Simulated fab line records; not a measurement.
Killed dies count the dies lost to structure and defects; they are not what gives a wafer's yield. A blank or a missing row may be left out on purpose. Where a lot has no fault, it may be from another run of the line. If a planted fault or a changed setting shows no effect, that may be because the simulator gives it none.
What tool caused it? | flow n5-finfet | route of 1938 steps, sampled at 1 step: 12 lots, 36 wafers

WHAT EACH GAUGE READ, for each wafer
N5_BEOL_M6_CD_MEAS_35: target cd 40 nm, target cd y 28 nm.
lot  | measured     | on        | cd-nm (nm)
L076 | day 8 23:12  | cd-sem-01 | 40.6 39.4 40.6
L077 | day 9 04:21  | cd-sem-01 | 40.0 40.4 41.3
L079 | day 9 21:20  | cd-sem-03 | 39.0 40.3 39.7
L080 | day 10 07:40 | cd-sem-01 | 39.7 39.0 39.7
L083 | day 10 22:41 | cd-sem-02 | 40.3 39.2 39.9
L086 | day 11 16:22 | cd-sem-03 | 39.8 40.6 40.2
L085 | day 11 21:42 | cd-sem-03 | 38.8 40.6 39.6
L089 | day 12 07:53 | cd-sem-01 | 40.2 39.4 40.6
L093 | day 13 09:38 | cd-sem-01 | 39.6 39.6 39.0
L092 | day 13 20:38 | cd-sem-01 | 40.0 39.1 40.4
L095 | day 14 05:20 | cd-sem-03 | 39.9 39.8 39.9
L097 | day 14 17:50 | cd-sem-01 | 38.8 40.5 40.9

WHAT TOOL EACH LOT RAN ON (gives the tool, then ch and the chambers of the sampled wafers, and finally the start)
There is no process step in the record ahead of these readings.

THE ANSWER, worked out from the rows above alone
Rule: the lots themselves supply what counts as usual. Put in order of their means at a reading, lots are off if they are a third of the lots or fewer, leave a main group of 4 or more, and stand apart from it by a gap of 3 or more times the standard deviation of the main group's means; of several such gaps the widest counts. The tables above print the reading to a certain number of digits; a main group whose means all agree to those digits is not used. Also off: a lot with no number at a reading for which 4 or more lots have one. The other lots that the step has rows for count as sound.
No lot is off on any of the readings shown, so nothing can be concluded from this.

WHAT THE SIMULATOR PUT IN
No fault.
